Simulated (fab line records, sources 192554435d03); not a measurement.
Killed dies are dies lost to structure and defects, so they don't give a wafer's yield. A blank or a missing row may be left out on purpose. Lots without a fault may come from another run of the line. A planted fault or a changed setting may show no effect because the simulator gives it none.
Chamber matching | flow n5_finfet | N5_BEOL_M0_SAQP_HM_DEP_111 on pecvd-02: 3 sister chambers
The step deposits SiO2 from SiH4/N2O, target thk 12 nm, time 7.2 s. 6 wafers are shown with their chamber, then 11 later ones without.

WAFERS WITH THEIR CHAMBER
wafer  | chamber | showerhead_plenum_p_Torr (Torr) | heater_power_w (W)
L083.2 | 2       | 7.99                            | 712
L083.6 | 1       | 8.34                            | 627
L087.4 | 2       | 7.98                            | 732
L089.1 | 1       | 8.33                            | 730
L089.4 | 0       | 7.95                            | 849
L091.3 | 0       | 7.95                            | 783

WAFERS WITHOUT THEIR CHAMBER
wafer  | showerhead_plenum_p_Torr (Torr) | heater_power_w (W)
L091.4 | 8.34                            | 743
L091.6 | 7.96                            | 777
L092.4 | 7.93                            | 825
L092.5 | 8.31                            | 703
L092.6 | 7.93                            | 822
L095.1 | 7.96                            | 646
L095.2 | 7.94                            | 871
L095.3 | 8.31                            | 746
L097.1 | 7.97                            | 701
L097.3 | 7.94                            | 775
L097.6 | 8.32                            | 751

WHICH CHAMBER EACH WENT THROUGH
wafer  | from the rows above     | in truth
L091.4 | 1                       | 1
L091.6 | 0                       | 0
L092.4 | 0                       | 0
L092.5 | 1                       | 1
L092.6 | 0                       | 0
L095.1 | can't be placed: 0 or 2 | 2
L095.2 | 0                       | 0
L095.3 | 1                       | 1
L097.1 | can't be placed: 2 or 0 | 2
L097.3 | 0                       | 0
L097.6 | 1                       | 1
Placed correctly: 9 of 11. Can't be placed from these rows: 2 (the true chamber is among the candidates in 2). Placed wrongly: 0.
How it was worked out, from the rows above alone: a wafer's distance from a chamber is the root of the sum, over the readings, of the square of ((its reading less the chamber's mean) divided by the reading's scatter). The wafer belongs to the nearest chamber; if the next one is less than 2 further off, it can't be placed. A chamber's mean is the mean of its shown wafers. The scatter: the root of (the sum of the squares of (reading less its chamber's mean) over the shown wafers, divided by (wafers less chambers)).
